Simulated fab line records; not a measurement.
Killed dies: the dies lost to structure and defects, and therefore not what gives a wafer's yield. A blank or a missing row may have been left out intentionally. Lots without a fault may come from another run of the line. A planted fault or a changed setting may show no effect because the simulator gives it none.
Struck lot and sound lot, side by side | flow nand harc | 25 steps out of a route of 1159
Sound: these wafers, L894.1, L894.2, L894.5. Wafers struck: L883.2, L883.3, L883.6. At the end, the cause is stated.
For every step that has rows: the tool of each side, followed by ch and its chambers, followed by its first start. Under that, the readings that differ: sound wafers | struck wafers | difference of the means | sigmas: that difference in standard deviations of wafers without a fault.
alike: readings whose means differ by less than 2 such deviations, and words and numbers that are the same on both sides. not compared: withheld readings, readings that some wafer has no value for, bounds like >300 that may hide the same value, and numbers for which the record gives no deviation and whose values overlap.
Wherever a step has rows on one side only, a row that says differs or no value, or a row with sigmas, the two part there. Numbers that don't overlap but have no deviation are shown without sigmas and don't part them. A reading that every wafer of one side lacks parts them only if that side has two wafers or more.

NHARC_P_CONTACT_DEP_30: deposits SiNx, target thk 30 nm.
  sound on pecvd-03 ch 1,2, day 10 06:19; struck on pecvd-03 ch 1,2, day 7 14:13
  alike: heater power w
NHARC_P_CONTACT_DEP_00: deposits SiO2, target thk 500 nm.
  sound: pecvd-03 ch 1,2; struck: pecvd-03 ch 1,2
  alike: heater power w, throttle valve pct
NHARC_P_CONTACT_CMP_01: polishes SiO2, target thk 200 nm.
  sound on cmp-01 ch 0,1, day 10 07:01; struck on cmp-04 ch 0,1, day 7 14:56
  alike: motor current A, slurry flow ml min
then, 8 steps without rows for these wafers: NHARC_P_CONTACT_SRD_03; NHARC_P_CONTACT_DEHYDRATE_04 (time 120 s); NHARC_P_CONTACT_HMDS_05 (time 30 s); NHARC_P_CONTACT_COAT_33 (time 75 s); NHARC_P_CONTACT_COAT_34 (time 65 s); NHARC_P_CONTACT_COAT_06 (resist thk 90 nm); NHARC_P_CONTACT_SOFTBAKE_07 (time 55 s); NHARC_P_CONTACT_EBR_08.
NHARC_P_CONTACT_EXPOSE_09: exposes mask P CA, target cd 90 nm.
  sound on arfi scanner-02 ch 0, day 10 07:41; struck on arfi scanner-02 ch 0, day 7 15:29
  reading | sound                | struck                        | difference | sigmas
  mask    | P_CA#0 P_CA#0 P_CA#0 | P_CA_R1#0 P_CA_R1#0 P_CA_R1#0 | differs    |
then, 2 steps without rows for these wafers: NHARC_P_CONTACT_PEB_10 (peb time 65 s); NHARC_P_CONTACT_DEVELOP_11 (develop time 35 s).
NHARC_P_CONTACT_CD_MEAS_12: target cd 90 nm.
  sound on cd sem-01 ch 0, day 10 07:49; struck on cd sem-01 ch 0, day 7 15:38
  reading    | sound          | struck         | difference | sigmas
  cd nm (nm) | 89.1 89.8 89.8 | 82.4 81.3 81.6 | -7.8       | -8
NHARC_P_CONTACT_OVL_MEAS_13:
  sound: overlay-02 at day 10 07:55; struck: overlay-02 at day 7 15:43
  reading           | sound          | struck      | difference | sigmas
  overlay y nm (nm) | -1.8 -1.9 -1.8 | 0.1 0.9 0.7 | +2.4       | +3
  alike: overlay x nm
NHARC_P_CONTACT_INSPECT_14:
  sound: defect inspect-01 at day 10 07:58; struck: defect inspect-01 at day 7 15:45
  alike: raw defect count
NHARC_P_CONTACT_DESCUM_17: chemistry O2, time 3 s.
  sound on rie diel-13 ch 1,2,3, day 10 08:02; struck on rie diel-13 ch 0,1, day 7 15:49
  reading                    | sound             | struck            | difference | sigmas
  model.P_CONTACT.cd nm (nm) | 88.78 89.72 89.24 | 81.88 81.45 82.18 | -7.41      |
  alike: drypump motor current A, mfc ar sccm, oes product au, rf vpp V, showerhead plenum p Torr, throttle valve pct
  not compared: rf hours counter h
NHARC_P_CONTACT_ETCH_35: etches the open film in CF4, target depth 39 nm, time 65 s.
  sound on rie diel-13 ch 0,2, day 10 08:07; struck on rie diel-13 ch 0,2, day 7 15:56
  alike: drypump motor current A, mfc ar sccm, oes product au, rf vpp V, showerhead plenum p Torr, throttle valve pct
  not compared: rf hours counter h
NHARC_P_CONTACT_ETCH_36: etches the open film in N2/H2, target depth 260 nm, time 406.25 s.
  sound: rie diel-13 ch 0,1,3; struck: rie diel-13 ch 1,2
  alike: drypump motor current A, mfc ar sccm, oes product au, rf vpp V, showerhead plenum p Torr, throttle valve pct
  not compared: rf hours counter h
then, 2 steps without rows for these wafers: NHARC_P_CONTACT_ETCH_18 (etches the open film in C4F8/O2/Ar, target depth 481 nm, time 240.5 s); NHARC_P_CONTACT_STRIP_37 (strips in C4F8/O2/Ar).
NHARC_P_CONTACT_ETCH_31: etches the open film in CH3F/O2, target depth 30 nm, time 85.7 s.
  sound: rie diel-13 ch 0,1,3; struck: rie diel-13 ch 0,3
  reading                    | sound                | struck               | difference | sigmas
  throttle valve pct (%)     | 20.641 20.654 20.650 | 20.667 20.669 20.666 | +0.019     | +2
  model.P_CONTACT.cd nm (nm) | 88.11 88.89 90.96    | 79.94 82.31 81.18    | -8.18      |
  alike: drypump motor current A, mfc ar sccm, oes product au, rf vpp V, showerhead plenum p Torr
  not compared: rf hours counter h
NHARC_P_CONTACT_CD_MEAS_19:
  sound: cd sem-02 at day 10 08:53; struck: cd sem-03 at day 7 16:44
  reading    | sound          | struck         | difference | sigmas
  cd nm (nm) | 88.3 89.1 91.3 | 79.9 82.5 81.2 | -8.4       | -5
then, 1 step without rows for these wafers: NHARC_P_CONTACT_STRIP_28 (strips in O2).

## WHERE THEY PART
At NHARC_P_CONTACT_EXPOSE_09 first; at NHARC_P_CONTACT_CD_MEAS_19 last (within this record only).

WHY: whatever the simulator had introduced
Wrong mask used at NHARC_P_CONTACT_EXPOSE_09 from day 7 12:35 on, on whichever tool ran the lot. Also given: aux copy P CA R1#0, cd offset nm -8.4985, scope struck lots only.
